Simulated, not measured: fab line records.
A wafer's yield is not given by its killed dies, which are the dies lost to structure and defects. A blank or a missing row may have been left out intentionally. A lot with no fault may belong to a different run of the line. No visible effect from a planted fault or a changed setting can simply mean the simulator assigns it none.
fab line records ; flow nandHarc ; part 2 of 2: steps 24 to 35 of 35
record: lots: 5; wafers: 15; lastDay: 24
route steps=1159 shown P_M2@328 P_BONDPAD@351
lots that met no fault: from a run of the same line without faults
startH: hours from the record's first day to the start of the lot's first wafer shown ; waitH: hours since the lot's step before ; " repeats the value in the row above ; L1.1+2: several wafers, shown together as one row ; - value missing, or start not given ; * or withheld: withheld ; < > ~ a bound
route shown NAME@n: a module of which the file shows steps, and the number in the route of the first ; usual: mean and standard deviation over wafers with no fault ; same: alike in all rows ; chamber/n: place in a boat ; sites: per-site readings ; _std_site: standard deviation across them ; _edge_site: inner sites' mean taken away from outer sites' mean ; radiusMm: how far each site lies from the wafer's centre ; mask NAME#n: copy n ; behind: the last tool/chamber to shape the wafer ; hold: the reason the lot was held/the length of the hold in hours/how it ended ; device: which transistor (n, p or np) failed to switch ; end of line: the route-end tests of the same wafers ; a step given without rows: its recipe and nothing more ; killed: not the wafer's yield, but the dies lost to structure and defects at the first sort ; map: shows each die of a wafer: x if killed, . if not, _ if none is there
set.NAME: the setting that was run; set.NAME@STEP: the one run at that earlier step ; model.NAME: the simulator's own value behind a step, which no gauge read
lots seen at some steps along the route; tables by step, rows by wafer
services: a tool's chamber out of use, with start hour (startH, from the record's first day; less than 0 if before it), hours out, and reason
== steps ==
step: NHARC_P_BONDPAD_CMP_32
recipe: targetThkNm: 200; material: SiCN
usual: motorCurrentA: 11.5/1; slurryFilterDpKPa: 13.51/0.15
lot.wafer;tool;chamber;startH;waitH;motorCurrentA;slurryFilterDpKPa
L076.1;cmp-02;0;152.05;-;11.7;13.48
L076.4;cmp-02;2;152.05;-;10.7;13.59
L076.5;cmp-02;0;152.05;-;10.8;13.37
L082.4;cmp-02;1;170.93;-;13.0;13.49
L082.1;cmp-02;2;170.93;-;10.8;13.37
L082.3;cmp-02;0;170.93;-;11.3;13.53
L084.2;cmp-04;2;191.77;-;11.1;13.76
L084.1;cmp-04;1;191.77;-;13.3;13.64
L084.6;cmp-04;3;191.77;-;9.2;13.13
L096.2;cmp-03;2;261.20;-;13.2;13.61
L096.3;cmp-03;3;261.20;-;11.2;13.57
L096.5;cmp-03;2;261.20;-;13.5;13.50
L095.1;cmp-02;2;262.77;-;10.6;13.44
L095.2;cmp-02;0;262.77;-;11.2;13.59
L095.5;cmp-02;1;262.77;-;12.1;13.81
step: NHARC_P_BONDPAD_THK_MEAS_33
recipe: thkMeasGauge: ellipsometry
usual: thkNm: 200.2/1.4
lot.wafer;tool;chamber;startH;waitH;thkNm
L076.1;filmMetro-01;-;152.30;0.2;199.7
L076.4;filmMetro-01;-;152.30;0.2;201.3
L076.5;filmMetro-01;-;152.30;0.2;200.5
L082.1;filmMetro-02;-;171.18;0.2;200.5
L082.3;filmMetro-02;-;171.18;0.2;200.3
L082.4;filmMetro-02;-;171.18;0.2;198.4
L084.1;filmMetro-02;-;192.02;0.1;198.5
L084.2;filmMetro-02;-;192.02;0.1;201.0
L084.6;filmMetro-02;-;192.02;0.1;203.0
L096.2;filmMetro-01;-;261.43;0.2;199.5
L096.3;filmMetro-01;-;261.43;0.2;200.5
L096.5;filmMetro-01;-;261.43;0.2;199.3
L095.1;filmMetro-02;-;263.00;0.2;199.7
L095.2;filmMetro-02;-;263.00;0.2;202.2
L095.5;filmMetro-02;-;263.00;0.2;202.2
step: NHARC_P_BONDPAD_SRD_34
lot.wafer;tool;chamber;startH;waitH
L076.4+5+1;wetBench-08;6,1,2;152.34;0.0
L082.1+4+3;wetBench-10;7,0,2;171.22;0.0
L084.1+2+6;wetBench-08;2,4,5;192.07;0.0
L096.3+2+5;wetBench-10;0,1,3;261.48;0.0
L095.2+5+1;wetBench-08;4,6,7;263.04;0.0
step: NHARC_P_BONDPAD_DEHYDRATE_01
recipe: tempC: 150; timeS: 120
usual: plateTempC: 150.02/0.15
lot.wafer;tool;chamber;startH;waitH;plateTempC
L076.1;lithoTrack-02;0;152.44;0.1;150.22
L076.4;lithoTrack-02;0;152.44;0.1;150.15
L076.5;lithoTrack-02;0;152.44;0.1;150.33
L082.1;lithoTrack-03;0;171.32;0.1;150.12
L082.3;lithoTrack-03;0;171.32;0.1;150.12
L082.4;lithoTrack-03;0;171.32;0.1;150.19
L084.1;lithoTrack-02;0;192.15;0.1;150.10
L084.2;lithoTrack-02;0;192.15;0.1;150.13
L084.6;lithoTrack-02;0;192.15;0.1;150.06
L096.2;lithoTrack-03;0;261.55;0.1;150.09
L096.3;lithoTrack-03;0;261.55;0.1;150.26
L096.5;lithoTrack-03;0;261.55;0.1;149.99
L095.1;lithoTrack-03;0;263.12;0.1;149.81
L095.2;lithoTrack-03;0;263.12;0.1;149.80
L095.5;lithoTrack-03;0;263.12;0.1;149.96
step: NHARC_P_BONDPAD_HMDS_02
recipe: timeS: 30
lot.wafer;tool;chamber;startH;waitH
L076.1+4+5;lithoTrack-02;0;-;-
L082.1+3+4;lithoTrack-03;0;-;-
L084.1+2+6;lithoTrack-02;0;-;-
L096.2+3+5;lithoTrack-03;0;-;-
L095.1+2+5;lithoTrack-03;0;-;-
step: NHARC_P_BONDPAD_COAT_36
recipe: tempC: 200; timeS: 65
usual: plateTempC: 200.02/0.14
lot.wafer;tool;chamber;startH;waitH;plateTempC
L076.1;lithoTrack-02;0;-;-;199.79
L076.4;lithoTrack-02;0;-;-;199.88
L076.5;lithoTrack-02;0;-;-;199.97
L082.1;lithoTrack-03;0;-;-;200.04
L082.3;lithoTrack-03;0;-;-;199.96
L082.4;lithoTrack-03;0;-;-;199.77
L084.1;lithoTrack-02;0;-;-;199.86
L084.2;lithoTrack-02;0;-;-;199.73
L084.6;lithoTrack-02;0;-;-;199.83
L096.2;lithoTrack-03;0;-;-;200.30
L096.3;lithoTrack-03;0;-;-;199.89
L096.5;lithoTrack-03;0;-;-;199.92
L095.1;lithoTrack-03;0;-;-;200.01
L095.2;lithoTrack-03;0;-;-;200.14
L095.5;lithoTrack-03;0;-;-;199.93
step: NHARC_P_BONDPAD_COAT_03
recipe: spinRpm: 2000; resistThkNm: 600
lot.wafer;tool;chamber;startH;waitH
L076.1+4+5;lithoTrack-02;0;-;-
L082.1+3+4;lithoTrack-03;0;-;-
L084.1+2+6;lithoTrack-02;0;-;-
L096.2+3+5;lithoTrack-03;0;-;-
L095.1+2+5;lithoTrack-03;0;-;-
step: NHARC_P_BONDPAD_SOFTBAKE_04
recipe: tempC: 125; timeS: 70
usual: plateTempC: 124.99/0.11
lot.wafer;tool;chamber;startH;waitH;plateTempC
L076.1;lithoTrack-02;0;-;-;124.94
L076.4;lithoTrack-02;0;-;-;125.08
L076.5;lithoTrack-02;0;-;-;124.91
L082.1;lithoTrack-03;0;-;-;125.07
L082.3;lithoTrack-03;0;-;-;125.08
L082.4;lithoTrack-03;0;-;-;125.02
L084.1;lithoTrack-02;0;-;-;124.91
L084.2;lithoTrack-02;0;-;-;125.00
L084.6;lithoTrack-02;0;-;-;124.93
L096.2;lithoTrack-03;0;-;-;125.22
L096.3;lithoTrack-03;0;-;-;124.89
L096.5;lithoTrack-03;0;-;-;125.06
L095.1;lithoTrack-03;0;-;-;124.99
L095.2;lithoTrack-03;0;-;-;124.91
L095.5;lithoTrack-03;0;-;-;124.82
step: NHARC_P_BONDPAD_EBR_05
lot.wafer;tool;chamber;startH;waitH
L076.1+4+5;lithoTrack-02;0;-;-
L082.1+3+4;lithoTrack-03;0;-;-
L084.1+2+6;lithoTrack-02;0;-;-
L096.2+3+5;lithoTrack-03;0;-;-
L095.1+2+5;lithoTrack-03;0;-;-
step: NHARC_P_BONDPAD_EXPOSE_06
recipe: na: 0.55; doseMj: 37.06; maskId: P_BPAD
usual: stageVelMmS: 500.01/0.26
lot.wafer;tool;chamber;startH;waitH;mask;stageVelMmS
L076.1;krfScanner-01;0;152.73;-;P_BPAD#0;499.93
L076.4;krfScanner-01;0;152.73;-;P_BPAD#0;499.87
L076.5;krfScanner-01;0;152.73;-;P_BPAD#0;500.21
L082.1;krfScanner-04;0;171.61;-;P_BPAD#0;500.22
L082.3;krfScanner-04;0;171.61;-;P_BPAD#0;499.96
L082.4;krfScanner-04;0;171.61;-;P_BPAD#0;500.09
L084.1;krfScanner-03;0;192.43;-;P_BPAD#0;500.22
L084.2;krfScanner-03;0;192.43;-;P_BPAD#0;499.99
L084.6;krfScanner-03;0;192.43;-;P_BPAD#0;500.23
L096.2;krfScanner-04;0;261.85;-;P_BPAD#0;499.79
L096.3;krfScanner-04;0;261.85;-;P_BPAD#0;499.76
L096.5;krfScanner-04;0;261.85;-;P_BPAD#0;499.94
L095.1;krfScanner-04;0;263.28;-;P_BPAD#0;500.06
L095.2;krfScanner-04;0;263.28;-;P_BPAD#0;500.03
L095.5;krfScanner-04;0;263.28;-;P_BPAD#0;500.37
step: NHARC_P_BONDPAD_PEB_07
recipe: pebTempC: 128; pebTimeS: 80
usual: plateTempC: 127.98/0.14
lot.wafer;tool;chamber;startH;waitH;plateTempC
L076.1;lithoTrack-02;0;152.79;0.1;128.17
L076.4;lithoTrack-02;0;152.79;0.1;127.92
L076.5;lithoTrack-02;0;152.79;0.1;128.01
L082.1;lithoTrack-03;0;171.68;0.1;128.03
L082.3;lithoTrack-03;0;171.68;0.1;128.02
L082.4;lithoTrack-03;0;171.68;0.1;128.11
L084.1;lithoTrack-02;0;192.50;0.1;127.67
L084.2;lithoTrack-02;0;192.50;0.1;127.70
L084.6;lithoTrack-02;0;192.50;0.1;127.86
L096.2;lithoTrack-03;0;261.91;0.1;127.97
L096.3;lithoTrack-03;0;261.91;0.1;127.84
L096.5;lithoTrack-03;0;261.91;0.1;127.92
L095.1;lithoTrack-07;0;263.35;0.1;127.87
L095.2;lithoTrack-07;0;263.35;0.1;128.07
L095.5;lithoTrack-07;0;263.35;0.1;128.07
step: NHARC_P_BONDPAD_DEVELOP_08
recipe: timeS: 50; devTempC: 22
usual: developerTempC: 22.00/0.11
lot.wafer;tool;chamber;startH;waitH;developerTempC
L076.1;lithoTrack-02;0;-;-;21.91
L076.4;lithoTrack-02;0;-;-;22.06
L076.5;lithoTrack-02;0;-;-;22.02
L082.1;lithoTrack-03;0;-;-;22.18
L082.3;lithoTrack-03;0;-;-;22.19
L082.4;lithoTrack-03;0;-;-;22.17
L084.1;lithoTrack-02;0;-;-;22.11
L084.2;lithoTrack-02;0;-;-;22.13
L084.6;lithoTrack-02;0;-;-;21.91
L096.2;lithoTrack-03;0;-;-;21.77
L096.3;lithoTrack-03;0;-;-;21.82
L096.5;lithoTrack-03;0;-;-;22.07
L095.1;lithoTrack-07;0;-;-;21.88
L095.2;lithoTrack-07;0;-;-;22.08
L095.5;lithoTrack-07;0;-;-;22.02
== services ==
tool;chamber;startH;hours;kind
cmp-02;-;128.55;4.0;pm
ecdCu-01;-;134.14;2.1;repair
rieDiel-01;-;137.80;9.0;pm
rieDiel-12;2;143.75;1.7;repair
pecvd-02;-;153.01;13.0;pm
pvdSputter-03;-;153.96;10.0;pm
wetBench-08;-;164.51;0.9;repair
lithoTrack-02;-;165.00;7.0;pm
pvdSputter-01;-;172.68;3.9;repair
rieDiel-10;-;176.51;9.0;pm
pvdSputter-01;-;176.60;10.0;pm
pvdSputter-03;-;179.79;0.5;repair
rieDiel-01;-;188.09;1.9;repair
pecvd-04;-;195.09;13.0;pm
rieDiel-12;-;197.12;5.7;repair
pvdSputter-01;-;199.13;3.9;repair
rieDiel-12;-;202.83;9.0;pm
pecvd-02;-;209.51;1.1;repair
lithoTrack-03;-;213.00;7.0;pm
pvdSputter-03;-;216.07;5.1;repair
wetBench-08;-;230.40;8.0;pm
wetBench-10;-;247.20;8.0;pm
pecvd-02;-;250.93;0.9;repair
pecvd-04;-;260.62;1.5;repair
